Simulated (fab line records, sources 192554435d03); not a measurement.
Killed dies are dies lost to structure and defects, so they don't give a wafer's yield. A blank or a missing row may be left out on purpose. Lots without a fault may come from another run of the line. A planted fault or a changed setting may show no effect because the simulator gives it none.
fab line records | flow n5_finfet
record lots=7 wafers=21
route steps=1938 shown SD_EPI_N@268 SD_EPI_P@301 SDB@361 HKMG_FIN@434 GATE_CUT@469 MOL_CONTACT_COAG@565
start_h: hours from the record's first day to the start of the lot's first wafer shown | wait_h: hours since the lot's step before | " the same as in the row above | L1.1+2: a row that stands for several wafers | - no value, or no start given | * or withheld: withheld | < > ~ a bound
route shown NAME@n: a module of which the file shows steps, and the number in the route of the first | usual: mean/standard deviation of fault-free wafers | same: alike in all rows | chamber/n: place in a boat | sites: the reading at each site | _std_site: their standard deviation | _edge_site: outer sites' mean less inner sites' | radius_mm: how far each site lies from the wafer's centre | mask NAME#n: copy n | behind: the tool/chamber that last shaped the wafer | hold: why the lot was held/for how many hours/how that ended | device: the transistor (n, p or np) that didn't switch | end of line: the same wafers' tests at the end of the route | a step without rows: its recipe alone | killed: dies lost to structure and defects at the first sort, not the wafer's yield | map: a wafer's dies, x killed, . not, _ none there
set.NAME: the setting as run; set.NAME@STEP: as run at that earlier step | model.NAME: the simulator's own value behind a step, which no gauge read
lots whose settings were changed on purpose; a table a step, a row a wafer
## steps
# step N5_SD_EPI_N_PEB_07
# recipe peb_temp_c=110 peb_time_s=60 resist=CAR-ArF-block
# columns lot.wafer tool chamber start_h wait_h set.peb_temp_c
L075.1+2+6 litho_track-02 0 57.27 0.1 110
L077.2+6 litho_track-03 0 65.98 0.0 110
L077.5 " 0 " " 111.5
L081.1+3 litho_track-01 0 95.40 0.1 110
L081.6 " 0 " " 112.3
L083.3+5 litho_track-01 0 105.61 0.0 110
L083.4 " 0 " " 107.4
L084.1+5+6 litho_track-03 0 115.33 0.1 110
L095.1+2+3 litho_track-03 0 176.05 0.1 110
L096.1+6 litho_track-01 0 181.98 0.1 108.2
L096.4 " 0 " " 110
# step N5_SD_EPI_N_DEVELOP_08
# recipe develop_time_s=30 developer=TMAH resist=CAR-ArF-block dev_temp_c=23 rinse_liquid=diw dry=air_spin
# step N5_SD_EPI_N_CD_MEAS_09
# recipe target_cd_nm=120 landing_energy_ev=500 detector=se_inlens
# usual cd_nm=120.2/0.79
# columns lot.wafer tool chamber start_h wait_h set.peb_temp_c@SD_EPI_N_PEB_07 cd_nm
L075.1 cd_sem-01 0 57.34 - 110 119.1
L075.2 " 0 " " 110 121.1
L075.6 " 0 " " 110 120.4
L077.2 cd_sem-01 0 66.04 - 110 119.4
L077.5 " 0 " " 111.5 123.2
L077.6 " 0 " " 110 120.9
L081.1 cd_sem-02 0 95.47 - 110 119.1
L081.3 " 0 " " 110 119.9
L081.6 " 0 " " 112.3 126.5
L083.3 cd_sem-02 0 105.68 - 110 121.5
L083.4 " 0 " " 107.4 114.2
L083.5 " 0 " " 110 119.2
L084.1 cd_sem-02 0 115.40 - 110 120.5
L084.5 " 0 " " 110 120.1
L084.6 " 0 " " 110 120.6
L095.1 cd_sem-02 0 176.12 - 110 120.4
L095.2 " 0 " " 110 119.5
L095.3 " 0 " " 110 120.8
L096.1 cd_sem-02 0 182.05 - 108.2 114.8
L096.4 " 0 " " 110 119.2
L096.6 " 0 " " 108.2 114.9
# step N5_SD_EPI_N_DESCUM_14
# recipe chemistry=O2 time_s=7.9 source_power_w=50 bias_power_w=20 pressure_mtorr=20 rf_frequency_hz=2.712e+07 temp_c=40 resist=CAR-ArF-block o2_flow_sccm=225
# columns lot.wafer tool chamber start_h wait_h set.peb_temp_c@SD_EPI_N_PEB_07 model.SD_EPI_N.cd_nm
L075.1 rie_diel-05 1 57.43 0.0 110 119.2
L075.2 " 3 " " 110 121
L075.6 " 1 " " 110 120.2
L077.2 rie_diel-05 1 66.14 0.0 110 119.4
L077.5 " 3 " " 111.5 123.8
L077.6 " 2 " " 110 121
L081.1+3 rie_diel-05 3,1 95.56 0.0 110 119.8
L081.6 " 2 " " 112.3 127
L083.3 rie_diel-02 2 105.76 0.0 110 121.2
L083.4 " 0 " " 107.4 114.2
L083.5 " 0 " " 110 119.4
L084.1 rie_diel-05 0 115.65 0.2 110 120.4
L084.5 " 2 " " 110 120
L084.6 " 3 " " 110 120.8
L095.1 rie_diel-01 3 176.36 0.2 110 120.2
L095.2 " 1 " " 110 119.4
L095.3 " 0 " " 110 120.8
L096.1+6 rie_diel-01 2,0 182.14 0.0 108.2 114.8
L096.4 " 2 " " 110 119.2
# step N5_SD_EPI_N_ETCH_34
# recipe chemistry=CF4 target=SiARC target_depth_a=455 mask_material=CAR-ArF-block time_s=75.8 ion_energy_ev=80 pressure_mtorr=40 source_w=545 bias_w=36 Ar_flow_sccm=100 cf4_flow_sccm=100 ends=cleared
# step N5_SD_EPI_N_ETCH_35
# recipe chemistry=N2/H2 target=SOC overetch_a=1080 mask_material=SiARC temp_c=40 ion_energy_ev=100 source_w=3000 bias_w=133 pressure_mtorr=20 time_s=486 n2_flow_sccm=200 h2_flow_sccm=200
# columns lot.wafer tool chamber start_h wait_h set.peb_temp_c@SD_EPI_N_PEB_07 model.SD_EPI_N.cd_nm
L075.1 rie_diel-05 1 57.52 0.0 110 119
L075.2 " 3 " " 110 119.6
L075.6 " 1 " " 110 120.2
L077.2 rie_diel-05 1 66.23 0.0 110 119.4
L077.5 " 3 " " 111.5 123.2
L077.6 " 2 " " 110 119
L081.1 rie_diel-05 3 95.65 0.0 110 118.6
L081.3 " 1 " " 110 120.6
L081.6 " 2 " " 112.3 125.8
L083.3 rie_diel-02 2 105.86 0.0 110 119
L083.4 " 0 " " 107.4 113.8
L083.5 " 0 " " 110 119.8
L084.1 rie_diel-05 0 115.74 0.0 110 119.8
L084.5 " 2 " " 110 119
L084.6 " 3 " " 110 119.4
L095.1 rie_diel-01 3 176.45 0.0 110 122.2
L095.2 " 1 " " 110 117.8
L095.3 " 0 " " 110 121.2
L096.1 rie_diel-01 2 182.23 0.0 108.2 113.8
L096.4 " 2 " " 110 118.2
L096.6 " 0 " " 108.2 115.4
# step N5_SD_EPI_N_STRIP_36
# recipe chemistry=N2/H2 temp_c=40 n2_flow_sccm=200 h2_flow_sccm=200 rf_frequency_hz=6e+07
# step N5_SD_EPI_N_ETCHBACK_44
# recipe chemistry=CH3F/O2 mode=anisotropic_etchback target=SiNx target_depth_a=145 stop_on=SiO2 over_etch_frac=0.3 ion_energy_ev=120 pressure_mtorr=30 source_w=395 bias_w=73 Ar_flow_sccm=150 CH3F_flow_sccm=30 O2_flow_sccm=20
# columns lot.wafer tool chamber start_h wait_h set.peb_temp_c@SD_EPI_N_PEB_07 model.SD_EPI_N.cd_nm
L075.1 rie_diel-05 1 57.84 0.0 110 119
L075.2 " 3 " " 110 119.6
L075.6 " 1 " " 110 120.2
L077.2 rie_diel-05 1 66.55 0.0 110 119.6
L077.5 " 3 " " 111.5 123.2
L077.6 " 2 " " 110 119
L081.1 rie_diel-05 3 95.97 0.0 110 118.6
L081.3 " 1 " " 110 120.6
L081.6 " 2 " " 112.3 125.6
L083.3 rie_diel-02 2 106.18 0.0 110 118.8
L083.4 " 0 " " 107.4 113.8
L083.5 " 0 " " 110 119.6
L084.1 rie_diel-05 0 116.06 0.0 110 119.8
L084.5 " 2 " " 110 119
L084.6 " 3 " " 110 119.4
L095.1 rie_diel-01 3 176.77 0.0 110 122.4
L095.2 " 1 " " 110 117.6
L095.3 " 0 " " 110 121
L096.1 rie_diel-01 2 182.56 0.0 108.2 113.8
L096.4 " 2 " " 110 118.4
L096.6 " 0 " " 108.2 115.2
# step N5_SD_EPI_P_PEB_07
# recipe peb_temp_c=110 peb_time_s=60 resist=CAR-ArF-block
# columns lot.wafer tool chamber start_h wait_h set.peb_time_s
L075.1+6 litho_track-05 0 61.61 0.1 67.44
L075.2 " 0 " " 60
L077.2+6 litho_track-05 0 71.19 0.0 54.43
L077.5 " 0 " " 60
L081.1+3 litho_track-05 0 100.72 0.1 51.55
L081.6 " 0 " " 60
L083.3 litho_track-05 0 109.92 0.0 60
L083.4+5 " 0 " " 64.84
L084.1+5+6 litho_track-01 0 119.97 0.1 52.24
L095.1+2+3 litho_track-04 0 180.89 0.1 60
L096.1 litho_track-05 0 186.82 0.1 66.94
L096.4+6 " 0 " " 60
# step N5_SD_EPI_P_DEVELOP_08
# recipe develop_time_s=30 developer=TMAH resist=CAR-ArF-block dev_temp_c=23 rinse_liquid=diw dry=air_spin
# step N5_SD_EPI_P_CD_MEAS_09
# recipe target_cd_nm=240 landing_energy_ev=500 detector=se_inlens
# usual cd_nm=239.5/0.8
# columns lot.wafer tool chamber start_h wait_h set.peb_time_s@SD_EPI_P_PEB_07 cd_nm
L075.1 cd_sem-01 0 61.68 - 67.44 243.0
L075.2 " 0 " " 60 239.8
L075.6 " 0 " " 67.44 243.4
L077.2 cd_sem-02 0 71.25 - 54.43 235.2
L077.5 " 0 " " 60 238.7
L077.6 " 0 " " 54.43 235.5
L081.1 cd_sem-03 0 100.79 - 51.55 234.1
L081.3 " 0 " " 51.55 233.2
L081.6 " 0 " " 60 238.8
L083.3 cd_sem-02 0 109.98 - 60 238.4
L083.4 " 0 " " 64.84 241.3
L083.5 " 0 " " 64.84 241.5
L084.1 cd_sem-02 0 120.04 - 52.24 235.0
L084.5 " 0 " " 52.24 235.4
L084.6 " 0 " " 52.24 236.0
L095.1 cd_sem-02 0 180.95 - 60 241.0
L095.2 " 0 " " 60 240.3
L095.3 " 0 " " 60 239.2
L096.1 cd_sem-01 0 186.89 - 66.94 243.6
L096.4 " 0 " " 60 240.5
L096.6 " 0 " " 60 240.1
# step N5_SD_EPI_P_DESCUM_14
# recipe chemistry=O2 time_s=7.9 source_power_w=50 bias_power_w=20 pressure_mtorr=20 rf_frequency_hz=2.712e+07 temp_c=40 resist=CAR-ArF-block o2_flow_sccm=225
# columns lot.wafer tool chamber start_h wait_h set.peb_time_s@SD_EPI_P_PEB_07 model.SD_EPI_P.cd_nm
L075.1 rie_diel-06 2 61.77 0.0 67.44 243.4
L075.2 " 3 " " 60 239.8
L075.6 " 0 " " 67.44 243.2
L077.2 rie_diel-03 3 71.34 0.0 54.43 235
L077.5 " 1 " " 60 239
L077.6 " 2 " " 54.43 235.2
L081.1 rie_diel-06 2 100.88 0.0 51.55 234.2
L081.3 " 3 " " 51.55 233.4
L081.6 " 3 " " 60 238.6
L083.3 rie_diel-03 3 110.07 0.0 60 238.6
L083.4 " 3 " " 64.84 241.6
L083.5 " 2 " " 64.84 241
L084.1+5 rie_diel-03 0 120.48 0.4 52.24 235.2
L084.6 " 1 " " 52.24 236
L095.1 rie_diel-03 3 181.04 0.0 60 240.8
L095.2 " 0 " " 60 240
L095.3 " 1 " " 60 239.2
L096.1 rie_diel-04 2 186.98 0.0 66.94 243.6
L096.4 " 0 " " 60 240.2
L096.6 " 3 " " 60 240.4
# step N5_SD_EPI_P_ETCH_36
# recipe chemistry=CF4 target=SiARC target_depth_a=455 mask_material=CAR-ArF-block time_s=75.8 ion_energy_ev=80 pressure_mtorr=40 source_w=545 bias_w=36 Ar_flow_sccm=100 cf4_flow_sccm=100 ends=cleared
# columns lot.wafer tool chamber start_h wait_h set.bias_w set.peb_time_s@SD_EPI_P_PEB_07 model.SD_EPI_P.cd_nm
L075.1+6 rie_diel-06 2,0 61.80 0.0 31.73 67.44 243.4
L075.2 " 3 " " 31.73 60 239.6
L077.2 rie_diel-03 3 71.37 0.0 36 54.43 235.4
L077.5 " 1 " " 37.8 60 238.8
L077.6 " 2 " " 37.8 54.43 235
L081.1+3 rie_diel-06 2,3 100.91 0.0 36 51.55 233.8
L081.6 " 3 " " 36 60 238.8
L083.3 rie_diel-03 3 110.10 0.0 36 60 239
L083.4 " 3 " " 36 64.84 242
L083.5 " 2 " " 36 64.84 241
L084.1+5 rie_diel-03 0 120.51 0.0 36 52.24 235
L084.6 " 1 " " 36 52.24 236.2
L095.1 rie_diel-03 3 181.08 0.0 36 60 241.4
L095.2 " 0 " " 36 60 240
L095.3 " 1 " " 36 60 239.4
L096.1 rie_diel-04 2 187.01 0.0 36 66.94 243.6
L096.4 " 0 " " 36 60 240.8
L096.6 " 3 " " 36 60 240.4
# step N5_SD_EPI_P_ETCH_37
# recipe chemistry=N2/H2 target=SOC overetch_a=1080 mask_material=SiARC temp_c=40 ion_energy_ev=100 source_w=3000 bias_w=133 pressure_mtorr=20 time_s=486 n2_flow_sccm=200 h2_flow_sccm=200 ends=end_point
# columns lot.wafer tool chamber start_h wait_h set.peb_time_s@SD_EPI_P_PEB_07 model.SD_EPI_P.cd_nm
L075.1 rie_diel-06 2 61.86 0.0 67.44 245.8
L075.2 " 3 " " 60 240.6
L075.6 " 0 " " 67.44 246.6
L077.2 rie_diel-03 3 71.43 0.0 54.43 235.2
L077.5 " 1 " " 60 238.4
L077.6 " 2 " " 54.43 236.2
L081.1 rie_diel-06 2 100.97 0.0 51.55 234.6
L081.3 " 3 " " 51.55 235.6
L081.6 " 3 " " 60 240.6
L083.3 rie_diel-03 3 110.16 0.0 60 239
L083.4+5 " 3,2 " " 64.84 242.4
L084.1 rie_diel-03 0 120.57 0.0 52.24 234.2
L084.5 " 0 " " 52.24 234.6
L084.6 " 1 " " 52.24 237.8
L095.1 rie_diel-03 3 181.13 0.0 60 242.6
L095.2 " 0 " " 60 240.4
L095.3 " 1 " " 60 240.8
L096.1 rie_diel-04 2 187.07 0.0 66.94 244.4
L096.4 " 0 " " 60 243.2
L096.6 " 3 " " 60 240.8
# step N5_SDB_ETCH_18
# recipe chemistry=N2/H2 target=SOC target_depth_a=1000 overetch_a=200 mask_material=SiARC temp_c=40 time_s=150 ion_energy_ev=200 pressure_mtorr=30 source_w=840 bias_w=150 n2_flow_sccm=200 h2_flow_sccm=200
# usual rf_vpp_V=523.6/2.3
# columns lot.wafer tool chamber start_h wait_h set.source_w rf_vpp_V
L075.1 rie_diel-01 2 74.15 0.0 840 525.9
L075.2 " 1 " " 840 526.2
L075.6 " 2 " " 840 526.7
L077.2 rie_diel-02 0 83.81 0.0 964.1 499.6
L077.5 " 0 " " 964.1 500.9
L077.6 " 2 " " 964.1 500.3
L081.1 rie_diel-02 0 113.10 0.0 770.6 539.2
L081.3 " 2 " " 840 525.7
L081.6 " 1 " " 770.6 536.4
L083.3 rie_diel-01 3 124.55 0.0 840 524.4
L083.4 " 1 " " 840 526.1
L083.5 " 1 " " 840 527.0
L084.1 rie_diel-05 1 132.96 0.0 840 527.1
L084.5 " 1 " " 928.4 508.4
L084.6 " 0 " " 840 520.8
L095.1 rie_diel-02 0 195.07 0.0 840 524.0
L095.2 " 1 " " 840 519.7
L095.3 " 3 " " 840 521.2
L096.1 rie_diel-05 2 198.38 0.0 840 524.1
L096.4 " 3 " " 840 525.7
L096.6 " 0 " " 773.6 536.7
# step N5_HKMG_FIN_ETCH_31
# recipe chemistry=CF4 target=SiARC target_depth_a=455 mask_material=CAR-ArF time_s=75.8 ion_energy_ev=80 pressure_mtorr=40 source_w=545 bias_w=36 Ar_flow_sccm=100 cf4_flow_sccm=100 ends=cleared
# usual rf_vpp_V=184.0/1.1
# columns lot.wafer tool chamber start_h wait_h set.bias_w rf_vpp_V
L075.1 rie_diel-02 0 83.27 0.0 36 183.8
L075.2 " 2 " " 36 185.5
L075.6 " 0 " " 36 182.9
L077.2 rie_diel-05 2 92.62 0.0 36 185.9
L077.5 " 2 " " 36 183.8
L077.6 " 1 " " 36 184.8
L081.1 rie_diel-01 1 122.86 0.0 42.29 206.0
L081.3 " 3 " " 42.29 204.0
L081.6 " 0 " " 42.29 202.9
L083.3 rie_diel-02 0 133.70 0.0 36 184.4
L083.4 " 1 " " 36 181.8
L083.5 " 0 " " 40.46 199.4
L084.1 rie_diel-02 3 142.63 0.0 36 184.9
L084.5 " 2 " " 36 184.9
L084.6 " 3 " " 36 182.0
L095.1 rie_diel-01 2 203.69 0.0 36 185.1
L095.2 " 1 " " 36 185.5
L095.3 " 3 " " 36 184.2
L096.1 rie_diel-05 3 207.75 0.0 30.64 166.1
L096.4 " 3 " " 36 185.3
L096.6 " 2 " " 36 184.6
# step N5_HKMG_FIN_ETCH_35
# recipe chemistry=N2/H2 target=SOC target_depth_a=2158 ion_energy_ev=65 bias_w=5 source_w=3000 time_s=243.4 pressure_mtorr=30 n2_flow_sccm=200 h2_flow_sccm=200
# usual rf_vpp_V=141.6/0.99
# columns lot.wafer tool chamber start_h wait_h set.bias_w rf_vpp_V
L075.1 rie_diel-02 0 83.54 0.0 4.631 134.6
L075.2 " 2 " " 5 142.1
L075.6 " 0 " " 4.631 135.1
L077.2 rie_diel-05 2 92.88 0.0 5 142.1
L077.5 " 2 " " 5 141.8
L077.6 " 1 " " 5.682 154.1
L081.1 rie_diel-01 1 123.13 0.0 5 141.3
L081.3 " 3 " " 5 140.2
L081.6 " 0 " " 5 141.6
L083.3 rie_diel-02 0 133.97 0.0 4.16 125.4
L083.4 " 1 " " 5 141.0
L083.5 " 0 " " 4.16 126.5
L084.1 rie_diel-02 3 142.90 0.0 5 140.0
L084.5 " 2 " " 5.621 154.4
L084.6 " 3 " " 5.621 152.3
L095.1 rie_diel-01 3 203.95 0.0 5 140.6
L095.2 " 1 " " 5 142.7
L095.3 " 2 " " 5 142.3
L096.1 rie_diel-05 3 208.12 0.0 5 142.9
L096.4 " 1 " " 5.623 152.5
L096.6 " 3 " " 5 141.0
# step N5_GATE_CUT_ETCH_58
# recipe chemistry=CH3F/O2 target=SiNx target_depth_a=170 time_s=128.6 ion_energy_ev=50 pressure_mtorr=30 source_w=415 bias_w=21 Ar_flow_sccm=150 CH3F_flow_sccm=30 O2_flow_sccm=20
# usual rf_vpp_V=99.2/0.9
# columns lot.wafer tool chamber start_h wait_h set.bias_w rf_vpp_V
L075.1 rie_diel-03 3 87.94 0.0 21 98.2
L075.2 " 0 " " 21 99.7
L075.6 " 1 " " 21 98.6
L077.2 rie_diel-06 2 97.29 0.0 21 98.9
L077.5 " 0 " " 21 98.7
L077.6 " 3 " " 21 99.7
L081.1 rie_diel-06 0 127.64 0.0 21 98.1
L081.3 " 3 " " 21 99.2
L081.6 " 3 " " 21 99.7
L083.3 rie_diel-04 0 138.42 0.0 21 99.5
L083.4 " 1 " " 19.47 95.1
L083.5 " 1 " " 19.47 93.9
L084.1 rie_diel-04 1 147.78 0.1 21 99.4
L084.5 " 3 " " 21 98.7
L084.6 " 0 " " 21 99.1
L095.1 rie_diel-03 0 208.91 0.1 21 100.1
L095.2 " 3 " " 21 100.1
L095.3 " 1 " " 21 99.8
L096.1 rie_diel-04 3 213.02 0.0 21 98.5
L096.4 " 2 " " 24.6 109.3
L096.6 " 1 " " 21 98.6
# step N5_GATE_CUT_COAT_27
# recipe resist=underlayer temp_c=205 time_s=60 spin_rpm=1500 resist_thk_nm=10
# columns lot.wafer tool chamber start_h wait_h set.spin_rpm model.underlayer_of_GATE_CUT_COAT_27.thk_nm
L075.1 litho_track-03 0 - - 1545 9.8
L075.2+6 " 0 " " 1500 10
L077.2+5+6 litho_track-03 0 - - 1500 10
L081.1+6 litho_track-03 0 - - 1500 10
L081.3 " 0 " " 1550 9.8
L083.3+4+5 litho_track-05 0 - - 1500 10
L084.1+5 litho_track-04 0 - - 1500 10
L084.6 " 0 " " 1348 10.6
L095.1+2+3 litho_track-05 0 - - 1500 10
L096.1+4 litho_track-04 0 - - 1597 9.6
L096.6 " 0 " " 1500 10
# step N5_GATE_CUT_COAT_07
# recipe resist=CAR-EUV spin_rpm=1500 resist_thk_nm=30
# step N5_GATE_CUT_EBR_09
# recipe solvent=PGMEA ebr_width_mm=1.5
# step N5_GATE_CUT_DESCUM_18
# recipe chemistry=O2 time_s=7 source_power_w=50 bias_power_w=20 pressure_mtorr=20 rf_frequency_hz=2.712e+07 temp_c=40 resist=CAR-EUV o2_flow_sccm=225
# step N5_GATE_CUT_ETCH_28
# recipe chemistry=N2/H2 target=underlayer target_depth_a=130 mask_material=CAR-EUV time_s=10.4 ion_energy_ev=200 pressure_mtorr=30 source_w=840 bias_w=150 n2_flow_sccm=200 h2_flow_sccm=200 ends=cleared
# columns lot.wafer tool chamber start_h wait_h set.spin_rpm@GATE_CUT_COAT_27 model.etch.depth_nm
L075.1 rie_diel-03 0 91.48 0.0 1545 9.863
L075.2 " 3 " " 1500 10.07
L075.6 " 1 " " 1500 10.02
L077.2+5 rie_diel-04 2,1 100.84 0.0 1500 10.01
L077.6 " 2 " " 1500 9.973
L081.1+6 rie_diel-03 0 131.23 0.0 1500 10.07
L081.3 " 2 " " 1550 9.897
L083.3 rie_diel-04 1 141.95 0.0 1500 9.991
L083.4 " 2 " " 1500 10.01
L083.5 " 3 " " 1500 9.998
L084.1 rie_diel-03 1 151.38 0.0 1500 10.01
L084.5 " 2 " " 1500 10.03
L084.6 " 3 " " 1348 10.56
L095.1 rie_diel-03 0 212.48 0.0 1500 10.01
L095.2 " 3 " " 1500 10.03
L095.3 " 2 " " 1500 10
L096.1 rie_diel-03 2 217.85 0.0 1597 9.694
L096.4 " 1 " " 1597 9.685
L096.6 " 3 " " 1500 9.994
# step N5_MOL_CONTACT_COAG_COAT_76
# recipe resist=SiARC temp_c=220 time_s=60 spin_rpm=1500 resist_thk_nm=10
# columns lot.wafer tool chamber start_h wait_h set.spin_rpm model.SiARC_of_MOL_CONTACT_COAG_COAT_76.thk_nm
L075.1+6 litho_track-02 0 - - 1500 10
L075.2 " 0 " " 1651 9.6
L077.2+5+6 litho_track-02 0 - - 1500 10
L081.1+3 litho_track-02 0 - - 1550 9.8
L081.6 " 0 " " 1500 10
L083.3+5 litho_track-01 0 - - 1441 10.2
L083.4 " 0 " " 1500 10
L084.1+6 litho_track-03 0 - - 1598 9.6
L084.5 " 0 " " 1500 10
L095.1+2+3 litho_track-02 0 - - 1500 10
L096.1+4+6 litho_track-02 0 - - 1500 10
## key
split step=N5_SD_EPI_N_PEB_07 setting=peb_temp_c stated=110 by=wafer
response step=N5_SD_EPI_N_CD_MEAS_09 reading=cd_nm change=+2.8 per=1% r=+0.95
response step=N5_SD_EPI_N_DESCUM_14 reading=model.SD_EPI_N.cd_nm change=+2.87 per=1% r=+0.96
response step=N5_SD_EPI_N_ETCH_35 reading=model.SD_EPI_N.cd_nm change=+2.59 per=1% r=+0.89
response step=N5_SD_EPI_N_ETCHBACK_44 reading=model.SD_EPI_N.cd_nm change=+2.55 per=1% r=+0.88
split step=N5_SD_EPI_P_PEB_07 setting=peb_time_s stated=60 by=wafer
response step=N5_SD_EPI_P_CD_MEAS_09 reading=cd_nm change=+0.328 per=1% r=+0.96
response step=N5_SD_EPI_P_DESCUM_14 reading=model.SD_EPI_P.cd_nm change=+0.325 per=1% r=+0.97
response step=N5_SD_EPI_P_ETCH_36 reading=model.SD_EPI_P.cd_nm change=+0.323 per=1% r=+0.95
response step=N5_SD_EPI_P_ETCH_37 reading=model.SD_EPI_P.cd_nm change=+0.357 per=1% r=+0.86
split step=N5_SD_EPI_P_ETCH_36 setting=bias_w stated=36 by=wafer
response none clear
split step=N5_SDB_ETCH_18 setting=source_w stated=840 by=wafer
response step=N5_SDB_ETCH_18 reading=rf_vpp_V change=-1.48 per=1% r=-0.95
split step=N5_HKMG_FIN_ETCH_31 setting=bias_w stated=36 by=wafer
response step=N5_HKMG_FIN_ETCH_31 reading=rf_vpp_V change=+1.29 per=1% r=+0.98
split step=N5_HKMG_FIN_ETCH_35 setting=bias_w stated=5 by=wafer
response step=N5_HKMG_FIN_ETCH_35 reading=rf_vpp_V change=+0.925 per=1% r=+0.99
split step=N5_GATE_CUT_ETCH_58 setting=bias_w stated=21 by=wafer
response step=N5_GATE_CUT_ETCH_58 reading=rf_vpp_V change=+0.637 per=1% r=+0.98
split step=N5_GATE_CUT_COAT_27 setting=spin_rpm stated=1500 by=wafer
response step=N5_GATE_CUT_COAT_27 reading=model.underlayer_of_GATE_CUT_COAT_27.thk_nm change=-0.0603 per=1% r=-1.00
response step=N5_GATE_CUT_ETCH_28 reading=model.etch.depth_nm change=-0.0519 per=1% r=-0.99
split step=N5_MOL_CONTACT_COAG_COAT_76 setting=spin_rpm stated=1500 by=wafer
response step=N5_MOL_CONTACT_COAG_COAT_76 reading=model.SiARC_of_MOL_CONTACT_COAG_COAT_76.thk_nm change=-0.0474 per=1% r=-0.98
